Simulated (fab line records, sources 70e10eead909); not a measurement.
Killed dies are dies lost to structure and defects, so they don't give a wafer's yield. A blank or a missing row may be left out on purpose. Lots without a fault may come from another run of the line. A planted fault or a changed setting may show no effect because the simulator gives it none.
Tool commonality check | flow nand_harc | 13 lots, 42 wafers sampled

WHY IT WAS OPENED
At NHARC_P_GATE_CD_MEAS_59 the reading cd_nm is flagged on 1 of 13 lots. Wafers without a fault read 719.4 nm, standard deviation 2.
Rule: a lot is flagged when every wafer of it that has a number lies more than 4 standard deviations from that mean, or none has a number. The other lots count as sound.

lot  | measured     | on        | cd_nm (nm), wafer by wafer          | flag
L885 | day 6 05:51  | cd_sem-01 | 720.9 720.0 716.6                   |
L886 | day 6 08:22  | cd_sem-01 | 721.1 721.2 717.4                   |
L887 | day 6 18:49  | cd_sem-02 | 721.9 716.3 719.7                   |
L888 | day 7 09:43  | cd_sem-01 | 721.1 721.4 719.7                   |
L889 | day 7 14:52  | cd_sem-01 | 721.8 721.2 721.4                   |
L891 | day 8 10:13  | cd_sem-01 | 717.2 719.8 719.5                   |
L892 | day 9 00:51  | cd_sem-01 | 721.2 718.2 721.0                   |
L893 | day 9 09:14  | cd_sem-02 | 717.5 720.2 719.6                   |
L894 | day 9 22:51  | cd_sem-03 | 721.6 718.1 720.1                   |
L895 | day 10 04:56 | cd_sem-01 | 716.3 717.8 720.6                   |
L896 | day 10 17:48 | cd_sem-02 | 752.5 754.0 750.8 752.4 753.8 751.1 | FLAGGED
L906 | day 14 17:38 | cd_sem-01 | 719.5 718.4 719.2                   |
L907 | day 15 01:01 | cd_sem-01 | 719.7 716.0 718.0                   |
The numbers of the flagged lots are 752.4 nm on average: +33.0 nm against the usual, or +17 standard deviations.

WHICH TOOL RAN EACH LOT
The record holds 2 process steps before the reading, out of a route of 1302 steps. In each cell: the tool, then ch and the chambers that the sampled wafers went through, then the start.
lot  | flag    | NHARC_P_GATE_STRIP_75                | NHARC_P_GATE_EXPOSE_56
L885 |         | plasma_asher-02 ch 0,1, day 6 05:03  | krf_scanner-04 ch 0, day 6 05:41
L886 |         | plasma_asher-02 ch 0,1, day 6 07:32  | krf_scanner-04 ch 0, day 6 08:12
L887 |         | plasma_asher-01 ch 0,1, day 6 17:54  | krf_scanner-03 ch 0, day 6 18:40
L888 |         | plasma_asher-01 ch 0,1, day 7 08:47  | krf_scanner-04 ch 0, day 7 09:33
L889 |         | plasma_asher-02 ch 1, day 7 13:57    | krf_scanner-03 ch 0, day 7 14:43
L891 |         | plasma_asher-01 ch 1, day 8 09:18    | krf_scanner-01 ch 0, day 8 10:04
L892 |         | plasma_asher-02 ch 0,1, day 8 23:56  | krf_scanner-04 ch 0, day 9 00:42
L893 |         | plasma_asher-02 ch 0,1, day 9 08:27  | krf_scanner-04 ch 0, day 9 09:05
L894 |         | plasma_asher-02 ch 0, day 9 21:56    | krf_scanner-01 ch 0, day 9 22:41
L895 |         | plasma_asher-01 ch 0,1, day 10 04:01 | krf_scanner-03 ch 0, day 10 04:47
L896 | FLAGGED | plasma_asher-02 ch 0,1, day 10 16:52 | krf_scanner-04 ch 0, day 10 17:39
L906 |         | plasma_asher-01 ch 0,1, day 14 16:43 | krf_scanner-01 ch 0, day 14 17:29
L907 |         | plasma_asher-02 ch 0, day 15 00:05   | krf_scanner-03 ch 0, day 15 00:51
What these steps do:
- NHARC_P_GATE_STRIP_75: strips in O2.
- NHARC_P_GATE_EXPOSE_56: exposes mask P PSD, target cd 720 nm.
- NHARC_P_GATE_CD_MEAS_59: target cd 720 nm.

FLAGGED OVER TOTAL, TOOL BY TOOL (the gauges that took the reading come last)
step                    | tool            | lots run | flagged | share of the flagged lots | sound lots run after its first flagged lot
NHARC_P_GATE_STRIP_75   | plasma_asher-01 | 5        | 0       | none                      | -
NHARC_P_GATE_STRIP_75   | plasma_asher-02 | 8        | 1       | all                       | 1 (L907)
NHARC_P_GATE_EXPOSE_56  | krf_scanner-01  | 3        | 0       | none                      | -
NHARC_P_GATE_EXPOSE_56  | krf_scanner-03  | 4        | 0       | none                      | -
NHARC_P_GATE_EXPOSE_56  | krf_scanner-04  | 6        | 1       | all                       | 0
NHARC_P_GATE_CD_MEAS_59 | cd_sem-01       | 9        | 0       | none                      | -
NHARC_P_GATE_CD_MEAS_59 | cd_sem-02       | 3        | 1       | all                       | 0
NHARC_P_GATE_CD_MEAS_59 | cd_sem-03       | 1        | 0       | none                      | -

WHAT THE TABLE ALLOWS
3 rows of the table ran every flagged lot: plasma_asher-02 at NHARC_P_GATE_STRIP_75, krf_scanner-04 at NHARC_P_GATE_EXPOSE_56, cd_sem-02 at NHARC_P_GATE_CD_MEAS_59.
- plasma_asher-02 at NHARC_P_GATE_STRIP_75: 1 of its 8 lots flagged. Sound lots ran on it after the first flagged one (L907), which a lasting fault on the whole tool wouldn't allow.
- krf_scanner-04 at NHARC_P_GATE_EXPOSE_56: 1 of its 6 lots flagged. Its last sound lot is L893 (day 9 09:05), its first flagged lot L896 (day 10 17:39): a fault that began between those two fits.
- cd_sem-02 at NHARC_P_GATE_CD_MEAS_59: 1 of its 3 lots flagged. Its last sound lot is L893 (day 9 09:14), its first flagged lot L896 (day 10 17:48): a fault that began between those two fits.
Counting lots can't tell these 2 tools apart, because each fits a fault that began at some hour. More lots, or a look at what each step does to the wafer, might.

WHAT THE SIMULATOR HAD PUT IN
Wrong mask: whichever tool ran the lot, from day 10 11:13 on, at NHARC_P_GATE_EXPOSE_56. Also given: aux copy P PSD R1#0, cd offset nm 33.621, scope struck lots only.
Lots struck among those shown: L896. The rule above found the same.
